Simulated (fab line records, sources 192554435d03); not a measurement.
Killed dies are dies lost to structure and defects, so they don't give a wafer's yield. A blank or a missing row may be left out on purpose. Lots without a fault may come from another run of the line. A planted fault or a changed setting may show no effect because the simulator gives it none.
Chamber matching | flow n5_finfet | N5_BEOL_M0_SAQP_PECVD_97 on pecvd-03: 3 sister chambers
The step deposits SiNx from SiH4/NH3/N2, target thk 23 nm, time 19.9 s. 3 wafers are shown with their chamber, then 8 later ones without.

WAFERS WITH THEIR CHAMBER
wafer  | chamber | throttle_valve_pct (%)
L089.1 | 0       | 41.3
L089.3 | 2       | 37.3
L091.1 | 1       | 46.2

WAFERS WITHOUT THEIR CHAMBER
wafer  | throttle_valve_pct (%)
L091.3 | 41.2
L091.4 | 37.2
L093.1 | 41.1
L093.2 | 37.4
L093.6 | 37.4
L095.1 | 46.1
L095.2 | 41.1
L095.3 | 37.4

WHICH CHAMBER EACH WENT THROUGH
wafer  | from the rows above | in truth
L091.3 | 0                   | 0
L091.4 | 2                   | 2
L093.1 | 0                   | 0
L093.2 | 2                   | 2
L093.6 | 2                   | 2
L095.1 | 1                   | 1
L095.2 | 0                   | 0
L095.3 | 2                   | 2
Placed correctly: 8 of 8. Can't be placed from these rows: 0. Placed wrongly: 0.
How it was worked out, from the rows above alone: a wafer's distance from a chamber is the root of the sum, over the readings, of the square of ((its reading less the chamber's mean) divided by the reading's scatter). The wafer belongs to the nearest chamber; if the next one is less than 2 further off, it can't be placed. A chamber's mean is the mean of its shown wafers. The scatter: with one shown wafer a chamber, the root of the mean of the squares of how far each hidden wafer lies from its nearest shown one.
